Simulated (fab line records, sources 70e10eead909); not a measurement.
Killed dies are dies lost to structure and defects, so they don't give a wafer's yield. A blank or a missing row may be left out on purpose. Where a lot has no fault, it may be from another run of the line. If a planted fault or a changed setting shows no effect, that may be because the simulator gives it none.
A single fault, viewed from 2 desks / flow nand harc / what lay behind the numbers comes last; until then each desk has only its own

## THE METROLOGY DESK
Lot by lot, what the gauges showed, no matter which tool ran the lot: averages of those sampled wafers that carry a number. Any lot whose mean is over 4 standard deviations away from the usual mean is out of limits and marked OUT; that distance is given in the brackets.
Columns: A = thk nm at NHARC_A_ONON_D1_THK_MEAS_34, usual 200.1 nm; B = cd nm at NHARC_A_CHANNEL_HOLE_D1_CD_MEAS_10, usual 100.2 nm
lot=L215; first seen here=day 8 12:11; A=197.0; B=99.6
lot=L216; first seen here=day 8 12:32; A=198.8; B=101.0
lot=L218; first seen here=day 8 12:32; A=197.0; B=100.7
lot=L217; first seen here=day 8 19:38; A=201.3; B=100.9
lot=L219; first seen here=day 8 23:31; A=198.7; B=100.1
lot=L228; first seen here=day 11 08:44; A=198.0; B=96.0 (-7.3) OUT
lot=L231; first seen here=day 12 09:53; A=201.2; B=97.4 (-5.0) OUT
lot=L233; first seen here=day 12 17:23; A=200.9; B=97.8 (-4.2) OUT
lot=L234; first seen here=day 12 17:23; A=200.0; B=99.9
lot=L235; first seen here=day 12 17:25; A=197.5; B=99.4
lot=L236; first seen here=day 13 07:56; A=200.4; B=100.4
lot=L238; first seen here=day 13 19:39; A=201.6; B=100.4
Finding of this desk: L228, L231, L233 out of limits; the first was L228 at day 11 13:18, on cd nm at NHARC_A_CHANNEL_HOLE_D1_CD_MEAS_10. In limits: L215, L216, L218, L217, L219, L234, L235, L236, L238.

## DESK OF THE TOOL OWNER: arfi scanner-02
The tool's own readings at NHARC_A_CHANNEL_HOLE_D1_EXPOSE_07 (exposes mask HOLE D1, target cd 100 nm): means of the sampled wafers that have a number, for each lot that ran on this tool. Any lot whose mean is over 4 standard deviations away from the usual mean is out of limits and marked OUT; that distance is given in the brackets.
Columns: A = exposure dose mJ cm2 at NHARC_A_CHANNEL_HOLE_D1_EXPOSE_07, usual 59.63
lot=L215; first seen here=day 8 16:00; A=59.64
lot=L216; first seen here=day 8 17:10; A=59.61
lot=L228; first seen here=day 11 13:10; A=54.97 (-80) OUT
lot=L231; first seen here=day 12 12:32; A=55.95 (-64) OUT
lot=L233; first seen here=day 12 20:25; A=56.61 (-52) OUT
Finding of this desk: L228, L231, L233 out of limits; the first was L228 at day 11 13:10, on exposure dose mJ cm2 at NHARC_A_CHANNEL_HOLE_D1_EXPOSE_07. In limits: L215, L216.

## PUT TOGETHER
The tool owner's desk could have raised an alarm at day 11 13:10, on L228, L231, L233.
An alarm was possible from the metrology desk at day 11 13:18, on L228, L231, L233.
Of the lots named, all ran NHARC_A_CHANNEL_HOLE_D1_EXPOSE_07 on arfi scanner-02.

## WHAT HAD BEEN PUT IN BY THE SIMULATOR
Drift in process parameters on arfi scanner-02 at NHARC_A_CHANNEL_HOLE_D1_EXPOSE_07, starting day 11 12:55. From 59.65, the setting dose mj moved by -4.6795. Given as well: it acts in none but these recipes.
Shown lots that were struck: L228, L231, L233.
Counting hours from when the fault started, the first reading out of limits came at 0 for the tool owner's desk and at 0 for the metrology desk.
